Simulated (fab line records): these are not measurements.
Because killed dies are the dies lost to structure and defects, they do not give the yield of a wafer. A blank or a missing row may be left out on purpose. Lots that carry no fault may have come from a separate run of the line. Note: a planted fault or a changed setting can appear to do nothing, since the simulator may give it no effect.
Which of the tools did it? || flow n5-finfet || 8 lots, 24 wafers sampled, at 6 steps of a route of 1938

== WHAT THE GAUGES READ, wafer by wafer ==
N5_SD_ACTIVATION_RS_MEAS_03: a four-point-probe measurement. Usual: RS_SD_N 21.9 ohm/sq, standard deviation 0.36; RS_SD_P 55.9 ohm/sq, standard deviation 0.88.
{"lot": "L557", "measured": "day 3 14:16", "on": "film-metro-01", "RS_SD_N (ohm/sq)": "22.6 22.0 22.3", "RS_SD_P (ohm/sq)": "57.7 57.3 57.8", "flag": ""}
{"lot": "L559", "measured": "day 3 23:30", "on": "film-metro-01", "RS_SD_N (ohm/sq)": "21.6 21.7 21.6", "RS_SD_P (ohm/sq)": "56.4 55.6 56.4", "flag": ""}
{"lot": "L566", "measured": "day 5 15:28", "on": "film-metro-01", "RS_SD_N (ohm/sq)": "21.9 21.9 21.8", "RS_SD_P (ohm/sq)": "54.3 55.1 54.7", "flag": ""}
{"lot": "L568", "measured": "day 6 08:12", "on": "film-metro-01", "RS_SD_N (ohm/sq)": "22.3 22.3 22.4", "RS_SD_P (ohm/sq)": "55.8 55.0 54.6", "flag": ""}
{"lot": "L570", "measured": "day 6 17:11", "on": "film-metro-02", "RS_SD_N (ohm/sq)": "21.8 21.8 21.6", "RS_SD_P (ohm/sq)": "55.7 55.9 55.3", "flag": ""}
{"lot": "L573", "measured": "day 7 14:25", "on": "film-metro-01", "RS_SD_N (ohm/sq)": "21.7 21.6 21.7", "RS_SD_P (ohm/sq)": "55.3 54.7 54.2", "flag": ""}
{"lot": "L577", "measured": "day 8 11:57", "on": "film-metro-01", "RS_SD_N (ohm/sq)": "18.8 19.0 18.9", "RS_SD_P (ohm/sq)": "55.6 55.9 55.6", "flag": "OFF"}
{"lot": "L579", "measured": "day 9 00:52", "on": "film-metro-01", "RS_SD_N (ohm/sq)": "18.5 18.7 18.9", "RS_SD_P (ohm/sq)": "55.5 54.6 55.6", "flag": "OFF"}

N5_BEOL_M4_RC_MEAS_101. Usual: DIBL_N 35.3 mV/V, standard deviation 1.5; DIBL_P 35.3 mV/V, standard deviation 1.9; IOFF_N 0.145 nA/um, standard deviation 0.027; IOFF_P 0.20 nA/um, standard deviation 0.033; IOFF_P_LONG 0.000105 nA/um, standard deviation 7.4e-06; ION_N 670 uA/um, standard deviation 12; ION_P 462 uA/um, standard deviation 6.8; RC_DENSE_N 19.0 ohm.um, standard deviation 0.51; RC_N 15.4 ohm.um, standard deviation 0.41; REXT_N 75.5 ohm.um, standard deviation 1.4; RS_SD_N 28.3 ohm/sq, standard deviation 0.46; SS_N 71.3 mV/dec, standard deviation 0.6; SS_P 73.1 mV/dec, standard deviation 0.7; VT_N 251 mV, standard deviation 3.4; VT_P -251 mV, standard deviation 3.2.
{"lot": "L557", "measured": "day 8 14:43", "on": "prober-02", "DIBL_N (mV/V)": "35.3 33.1 35.4", "DIBL_P (mV/V)": "35.0 32.6 35.4", "IOFF_N (nA/um)": "0.147 0.115 0.157", "IOFF_P (nA/um)": "0.18 0.16 0.20", "IOFF_P_LONG (nA/um)": "0.000109 0.000106 0.000106", "ION_N (uA/um)": "670 664 679", "ION_P (uA/um)": "456 458 466", "RC_DENSE_N (ohm.um)": "19.6 19.7 19.3", "RC_N (ohm.um)": "15.8 16.1 15.7", "REXT_N (ohm.um)": "77.0 76.9 76.9", "RS_SD_N (ohm/sq)": "29.1 28.8 28.8", "SS_N (mV/dec)": "71.7 70.6 70.9", "SS_P (mV/dec)": "72.2 72.7 72.6", "VT_N (mV)": "248 254 248", "VT_P (mV)": "-254 -252 -247", "flag": ""}
{"lot": "L559", "measured": "day 9 00:02", "on": "prober-02", "DIBL_N (mV/V)": "33.6 36.0 35.5", "DIBL_P (mV/V)": "35.7 38.2 37.7", "IOFF_N (nA/um)": "0.140 0.180 0.182", "IOFF_P (nA/um)": "0.19 0.24 0.22", "IOFF_P_LONG (nA/um)": "0.00011 0.000111 0.000109", "ION_N (uA/um)": "675 683 686", "ION_P (uA/um)": "461 466 462", "RC_DENSE_N (ohm.um)": "18.2 19.0 19.2", "RC_N (ohm.um)": "14.9 15.7 15.8", "REXT_N (ohm.um)": "74.3 74.5 74.0", "RS_SD_N (ohm/sq)": "27.7 28.4 28.0", "SS_N (mV/dec)": "70.7 71.5 71.5", "SS_P (mV/dec)": "74.2 73.6 74.4", "VT_N (mV)": "247 245 246", "VT_P (mV)": "-252 -249 -248", "flag": ""}
{"lot": "L566", "measured": "day 11 00:26", "on": "prober-01", "DIBL_N (mV/V)": "35.3 32.1 34.6", "DIBL_P (mV/V)": "35.3 31.7 35.5", "IOFF_N (nA/um)": "0.149 0.108 0.132", "IOFF_P (nA/um)": "0.23 0.17 0.21", "IOFF_P_LONG (nA/um)": "0.000109 0.000108 0.000116", "ION_N (uA/um)": "674 662 664", "ION_P (uA/um)": "465 460 462", "RC_DENSE_N (ohm.um)": "18.9 19.1 18.7", "RC_N (ohm.um)": "15.6 15.5 15.1", "REXT_N (ohm.um)": "76.6 76.5 76.2", "RS_SD_N (ohm/sq)": "28.6 28.7 28.1", "SS_N (mV/dec)": "71.1 70.5 71.6", "SS_P (mV/dec)": "73.4 71.9 72.2", "VT_N (mV)": "251 254 253", "VT_P (mV)": "-250 -250 -246", "flag": ""}
{"lot": "L568", "measured": "day 11 10:58", "on": "prober-01", "DIBL_N (mV/V)": "34.0 31.6 35.0", "DIBL_P (mV/V)": "34.9 31.7 35.7", "IOFF_N (nA/um)": "0.120 0.090 0.139", "IOFF_P (nA/um)": "0.19 0.15 0.20", "IOFF_P_LONG (nA/um)": "0.000114 0.000114 0.00011", "ION_N (uA/um)": "654 637 672", "ION_P (uA/um)": "458 446 465", "RC_DENSE_N (ohm.um)": "18.4 17.8 18.4", "RC_N (ohm.um)": "14.9 14.5 15.2", "REXT_N (ohm.um)": "76.3 75.9 75.6", "RS_SD_N (ohm/sq)": "28.9 28.3 28.6", "SS_N (mV/dec)": "70.6 70.3 70.4", "SS_P (mV/dec)": "72.7 72.0 73.0", "VT_N (mV)": "256 260 252", "VT_P (mV)": "-250 -251 -249", "flag": ""}
{"lot": "L570", "measured": "day 11 22:42", "on": "prober-02", "DIBL_N (mV/V)": "35.4 33.1 32.8", "DIBL_P (mV/V)": "36.4 33.2 33.1", "IOFF_N (nA/um)": "0.139 0.101 0.107", "IOFF_P (nA/um)": "0.19 0.15 0.15", "IOFF_P_LONG (nA/um)": "0.000106 0.000107 0.0001", "ION_N (uA/um)": "662 649 663", "ION_P (uA/um)": "460 449 449", "RC_DENSE_N (ohm.um)": "19.3 18.4 18.3", "RC_N (ohm.um)": "15.4 15.1 14.9", "REXT_N (ohm.um)": "77.2 76.5 77.1", "RS_SD_N (ohm/sq)": "28.3 28.0 28.2", "SS_N (mV/dec)": "71.7 71.2 71.0", "SS_P (mV/dec)": "73.9 72.4 72.7", "VT_N (mV)": "252 256 256", "VT_P (mV)": "-250 -253 -255", "flag": ""}
{"lot": "L573", "measured": "day 12 13:41", "on": "prober-01", "DIBL_N (mV/V)": "33.4 37.6 37.0", "DIBL_P (mV/V)": "31.0 36.8 36.0", "IOFF_N (nA/um)": "0.119 0.200 0.192", "IOFF_P (nA/um)": "0.16 0.24 0.23", "IOFF_P_LONG (nA/um)": "0.000107 0.0001 0.000109", "ION_N (uA/um)": "656 695 694", "ION_P (uA/um)": "459 468 466", "RC_DENSE_N (ohm.um)": "19.4 18.5 18.5", "RC_N (ohm.um)": "15.9 15.1 15.3", "REXT_N (ohm.um)": "75.2 73.5 74.1", "RS_SD_N (ohm/sq)": "28.0 27.8 28.2", "SS_N (mV/dec)": "70.7 72.2 71.7", "SS_P (mV/dec)": "72.1 73.1 73.6", "VT_N (mV)": "255 247 245", "VT_P (mV)": "-252 -248 -247", "flag": ""}
{"lot": "L577", "measured": "day 13 11:02", "on": "prober-02", "DIBL_N (mV/V)": "34.5 35.9 36.9", "DIBL_P (mV/V)": "35.6 35.7 36.6", "IOFF_N (nA/um)": "0.145 0.171 0.191", "IOFF_P (nA/um)": "0.20 0.22 0.23", "IOFF_P_LONG (nA/um)": "0.000134 0.000125 0.000143", "ION_N (uA/um)": "673 669 672", "ION_P (uA/um)": "458 451 452", "RC_DENSE_N (ohm.um)": "15.7 15.6 16.9", "RC_N (ohm.um)": "12.8 12.7 13.7", "REXT_N (ohm.um)": "70.5 70.4 71.2", "RS_SD_N (ohm/sq)": "24.7 24.8 24.8", "SS_N (mV/dec)": "71.1 71.5 72.3", "SS_P (mV/dec)": "74.3 74.0 73.6", "VT_N (mV)": "252 250 249", "VT_P (mV)": "-250 -251 -249", "flag": "OFF"}
{"lot": "L579", "measured": "day 13 19:15", "on": "prober-02", "DIBL_N (mV/V)": "37.3 35.5 37.5", "DIBL_P (mV/V)": "37.4 34.5 37.1", "IOFF_N (nA/um)": "0.156 0.124 0.153", "IOFF_P (nA/um)": "0.22 0.19 0.22", "IOFF_P_LONG (nA/um)": "0.00013 0.000143 0.000138", "ION_N (uA/um)": "675 671 666", "ION_P (uA/um)": "459 464 454", "RC_DENSE_N (ohm.um)": "16.8 17.0 17.1", "RC_N (ohm.um)": "13.7 13.9 13.8", "REXT_N (ohm.um)": "70.4 69.3 70.0", "RS_SD_N (ohm/sq)": "24.8 24.3 25.0", "SS_N (mV/dec)": "71.2 71.9 71.7", "SS_P (mV/dec)": "73.6 72.4 73.9", "VT_N (mV)": "248 253 250", "VT_P (mV)": "-249 -250 -248", "flag": "OFF"}

== WHAT TOOL EACH LOT RAN ON (gives the tool, then ch and the chambers of the sampled wafers, and finally the start) ==
{"lot": "L557", "N5_SD_EPI_P_ETCH_16": "rie-diel-02 ch 0,1, day 3 09:40", "N5_SD_ACTIVATION_LSA_01": "laser-anneal-02 ch 0, day 3 14:04", "N5_ILD0_LINER_00": "ald-sin-04 ch 1,2, day 3 14:38", "N5_ILD0_ALD_15": "ald-sin-04 ch 0,1,2, day 3 18:21"}
{"lot": "L559", "N5_SD_EPI_P_ETCH_16": "rie-diel-06 ch 0,1,3, day 3 19:45", "N5_SD_ACTIVATION_LSA_01": "laser-anneal-02 ch 0, day 3 23:17", "N5_ILD0_LINER_00": "ald-sin-01 ch 0,1, day 3 23:52", "N5_ILD0_ALD_15": "ald-sin-04 ch 1,2,3, day 4 03:35"}
{"lot": "L566", "N5_SD_EPI_P_ETCH_16": "rie-diel-06 ch 0,1,3, day 5 11:56", "N5_SD_ACTIVATION_LSA_01": "laser-anneal-01 ch 0, day 5 15:16", "N5_ILD0_LINER_00": "ald-sin-01 ch 0,1,3, day 5 15:50", "N5_ILD0_ALD_15": "ald-sin-04 ch 0,1,3, day 5 19:49"}
{"lot": "L568", "N5_SD_EPI_P_ETCH_16": "rie-diel-01 ch 1,2, day 6 04:39", "N5_SD_ACTIVATION_LSA_01": "laser-anneal-01 ch 0, day 6 07:59", "N5_ILD0_LINER_00": "ald-sin-03 ch 0,1,2, day 6 08:34", "N5_ILD0_ALD_15": "ald-sin-01 ch 0,1,3, day 6 12:17"}
{"lot": "L570", "N5_SD_EPI_P_ETCH_16": "rie-diel-02 ch 2,3, day 6 12:46", "N5_SD_ACTIVATION_LSA_01": "laser-anneal-02 ch 0, day 6 16:59", "N5_ILD0_LINER_00": "ald-sin-04 ch 0,1,2, day 6 17:31", "N5_ILD0_ALD_15": "ald-sin-03 ch 0,1,2, day 6 21:15"}
{"lot": "L573", "N5_SD_EPI_P_ETCH_16": "rie-diel-01 ch 1,3, day 7 10:48", "N5_SD_ACTIVATION_LSA_01": "laser-anneal-01 ch 0, day 7 14:13", "N5_ILD0_LINER_00": "ald-sin-03 ch 0,3, day 7 14:45", "N5_ILD0_ALD_15": "ald-sin-04 ch 0,1,3, day 7 18:28"}
{"lot": "L577", "N5_SD_EPI_P_ETCH_16": "rie-diel-02 ch 0,1,2, day 8 08:15", "N5_SD_ACTIVATION_LSA_01": "laser-anneal-01 ch 0, day 8 11:44", "N5_ILD0_LINER_00": "ald-sin-03 ch 1,3, day 8 12:19", "N5_ILD0_ALD_15": "ald-sin-03 ch 1,3, day 8 17:17"}
{"lot": "L579", "N5_SD_EPI_P_ETCH_16": "rie-diel-01 ch 0,2,3, day 8 20:29", "N5_SD_ACTIVATION_LSA_01": "laser-anneal-01 ch 0, day 9 00:40", "N5_ILD0_LINER_00": "ald-sin-03 ch 0,2, day 9 01:13", "N5_ILD0_ALD_15": "ald-sin-04 ch 0,2, day 9 05:50"}
- N5_SD_EPI_P_ETCH_16: etches SiO2 in CHF3/O2, target depth 5 nm.
- N5_SD_ACTIVATION_LSA_01: time 0.0008 s.
- N5_ILD0_LINER_00: material SiNx, target thk 4 nm, pulse time 1 s, purge time 2 s.
- N5_ILD0_ALD_15: deposits SiNx, target thk 24 nm, pulse time 1 s, ald cycles 480.

== WHAT THE TOOLS THEMSELVES READ (means of the sampled wafers that have a number; where no wafer has one, the mark that the record gives instead) ==
N5_SD_EPI_P_ETCH_16. Usual: drypump-motor-current-A 5.8 A, standard deviation 0.42; oes_o_777_au 0.78 a.u., standard deviation 0.073; oes-product-au 0.78 a.u., standard deviation 0.075; rf-vpp-V 527 V, standard deviation 9; showerhead-plenum-p-Torr 2.40 Torr, standard deviation 0.056; throttle-valve-pct 18.95 %, standard deviation 0.27.
{"lot": "L557", "tool": "rie-diel-02", "drypump-motor-current-A (A)": 5.3, "oes_o_777_au (a.u.)": 0.87, "oes-product-au (a.u.)": 0.88, "rf-vpp-V (V)": 527, "showerhead-plenum-p-Torr (Torr)": 2.37, "throttle-valve-pct (%)": 18.93, "flag": ""}
{"lot": "L559", "tool": "rie-diel-06", "drypump-motor-current-A (A)": 5.4, "oes_o_777_au (a.u.)": 0.76, "oes-product-au (a.u.)": 0.75, "rf-vpp-V (V)": 524, "showerhead-plenum-p-Torr (Torr)": 2.44, "throttle-valve-pct (%)": 18.96, "flag": ""}
{"lot": "L566", "tool": "rie-diel-06", "drypump-motor-current-A (A)": 5.4, "oes_o_777_au (a.u.)": 0.74, "oes-product-au (a.u.)": 0.74, "rf-vpp-V (V)": 524, "showerhead-plenum-p-Torr (Torr)": 2.43, "throttle-valve-pct (%)": 18.98, "flag": ""}
{"lot": "L568", "tool": "rie-diel-01", "drypump-motor-current-A (A)": 5.7, "oes_o_777_au (a.u.)": 0.79, "oes-product-au (a.u.)": 0.79, "rf-vpp-V (V)": 520, "showerhead-plenum-p-Torr (Torr)": 2.39, "throttle-valve-pct (%)": 18.86, "flag": ""}
{"lot": "L570", "tool": "rie-diel-02", "drypump-motor-current-A (A)": 6.1, "oes_o_777_au (a.u.)": 0.77, "oes-product-au (a.u.)": 0.78, "rf-vpp-V (V)": 528, "showerhead-plenum-p-Torr (Torr)": 2.47, "throttle-valve-pct (%)": 19.00, "flag": ""}
{"lot": "L573", "tool": "rie-diel-01", "drypump-motor-current-A (A)": 6.0, "oes_o_777_au (a.u.)": 0.77, "oes-product-au (a.u.)": 0.77, "rf-vpp-V (V)": 531, "showerhead-plenum-p-Torr (Torr)": 2.33, "throttle-valve-pct (%)": 18.84, "flag": ""}
{"lot": "L577", "tool": "rie-diel-02", "drypump-motor-current-A (A)": 5.6, "oes_o_777_au (a.u.)": 0.75, "oes-product-au (a.u.)": 0.76, "rf-vpp-V (V)": 526, "showerhead-plenum-p-Torr (Torr)": 2.40, "throttle-valve-pct (%)": 19.09, "flag": ""}
{"lot": "L579", "tool": "rie-diel-01", "drypump-motor-current-A (A)": 6.1, "oes_o_777_au (a.u.)": 0.84, "oes-product-au (a.u.)": 0.83, "rf-vpp-V (V)": 531, "showerhead-plenum-p-Torr (Torr)": 2.37, "throttle-valve-pct (%)": 18.77, "flag": ""}

N5_SD_ACTIVATION_LSA_01. Usual: 1084.5 for wafer_temp_C_max, sd 1.9.
{"lot": "L557", "tool": "laser-anneal-02", "wafer_temp_C_max": 1082.5, "flag": ""}
{"lot": "L559", "tool": "laser-anneal-02", "wafer_temp_C_max": 1082.3, "flag": ""}
{"lot": "L566", "tool": "laser-anneal-01", "wafer_temp_C_max": 1085.0, "flag": ""}
{"lot": "L568", "tool": "laser-anneal-01", "wafer_temp_C_max": 1085.1, "flag": ""}
{"lot": "L570", "tool": "laser-anneal-02", "wafer_temp_C_max": 1082.2, "flag": ""}
{"lot": "L573", "tool": "laser-anneal-01", "wafer_temp_C_max": 1084.9, "flag": ""}
{"lot": "L577", "tool": "laser-anneal-01", "wafer_temp_C_max": 1116.5, "flag": "OFF"}
{"lot": "L579", "tool": "laser-anneal-01", "wafer_temp_C_max": 1115.8, "flag": "OFF"}

N5_ILD0_LINER_00. Usual: heater-power-w 841 W, standard deviation 76; precursor-pulse-height-rel 1.002, standard deviation 0.021.
{"lot": "L557", "tool": "ald-sin-04", "heater-power-w (W)": 880, "precursor-pulse-height-rel": 1.006, "flag": ""}
{"lot": "L559", "tool": "ald-sin-01", "heater-power-w (W)": 882, "precursor-pulse-height-rel": 0.996, "flag": ""}
{"lot": "L566", "tool": "ald-sin-01", "heater-power-w (W)": 898, "precursor-pulse-height-rel": 1.015, "flag": ""}
{"lot": "L568", "tool": "ald-sin-03", "heater-power-w (W)": 787, "precursor-pulse-height-rel": 0.987, "flag": ""}
{"lot": "L570", "tool": "ald-sin-04", "heater-power-w (W)": 859, "precursor-pulse-height-rel": 0.997, "flag": ""}
{"lot": "L573", "tool": "ald-sin-03", "heater-power-w (W)": 814, "precursor-pulse-height-rel": 1.001, "flag": ""}
{"lot": "L577", "tool": "ald-sin-03", "heater-power-w (W)": 852, "precursor-pulse-height-rel": 1.000, "flag": ""}
{"lot": "L579", "tool": "ald-sin-03", "heater-power-w (W)": 739, "precursor-pulse-height-rel": 1.003, "flag": ""}

N5_ILD0_ALD_15. Usual: heater-power-w 851 W, standard deviation 57; precursor-pulse-height-rel 1.000, standard deviation 0.019.
{"lot": "L557", "tool": "ald-sin-04", "heater-power-w (W)": 851, "precursor-pulse-height-rel": 0.997, "flag": ""}
{"lot": "L559", "tool": "ald-sin-04", "heater-power-w (W)": 862, "precursor-pulse-height-rel": 1.003, "flag": ""}
{"lot": "L566", "tool": "ald-sin-04", "heater-power-w (W)": 842, "precursor-pulse-height-rel": 0.983, "flag": ""}
{"lot": "L568", "tool": "ald-sin-01", "heater-power-w (W)": 901, "precursor-pulse-height-rel": 0.991, "flag": ""}
{"lot": "L570", "tool": "ald-sin-03", "heater-power-w (W)": 781, "precursor-pulse-height-rel": 1.013, "flag": ""}
{"lot": "L573", "tool": "ald-sin-04", "heater-power-w (W)": 863, "precursor-pulse-height-rel": 1.011, "flag": ""}
{"lot": "L577", "tool": "ald-sin-03", "heater-power-w (W)": 860, "precursor-pulse-height-rel": 1.001, "flag": ""}
{"lot": "L579", "tool": "ald-sin-04", "heater-power-w (W)": 823, "precursor-pulse-height-rel": 0.993, "flag": ""}

== THE ANSWER, worked out from the rows above alone ==
Rule: lot off if the mean of its wafers having a number is beyond 3 standard deviations from the usual mean. A lot without any number at a reading at which 4 lots or more have one is off too. Where the step has rows for the other lots, those lots are counted as sound. Order of review: gauges by route order, followed by the tools' own readings, for which a lot's mean as printed above is used. At the first step where some lot is off, the reading lying furthest off is the one used; lots without a number count as furthest.
Off: L577, L579, seen at N5_SD_ACTIVATION_RS_MEAS_03 (RS_SD_N).
If a tool, at a process step before that reading, ran all the lots that are off and no sound lot after the first of them, it fits. The gauges at N5_SD_ACTIVATION_RS_MEAS_03 aren't tried: what is off there is off at N5_BEOL_M4_RC_MEAS_101 too, on other tools, and a gauge's error can't cause that. One candidate fits, namely laser-anneal-01 at N5_SD_ACTIVATION_LSA_01. Its last sound lot is L573 (day 7 14:13), its first lot that is off L577 (day 8 11:44): a fault that began between those two fits.
The tool's own readings at N5_SD_ACTIVATION_LSA_01 bear it out: on the lots that are off they differ by more than 5 times the standard deviation of the sound lots' means. wafer_temp_C_max reads 1116.2 there against 1083.7 on the sound lots.

== WHAT THE SIMULATOR HAD INSERTED ==
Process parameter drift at N5_SD_ACTIVATION_LSA_01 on laser-anneal-01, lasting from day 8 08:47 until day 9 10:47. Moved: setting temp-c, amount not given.
Shown lots that were struck: L577, L579. The rule given above showed the same thing.
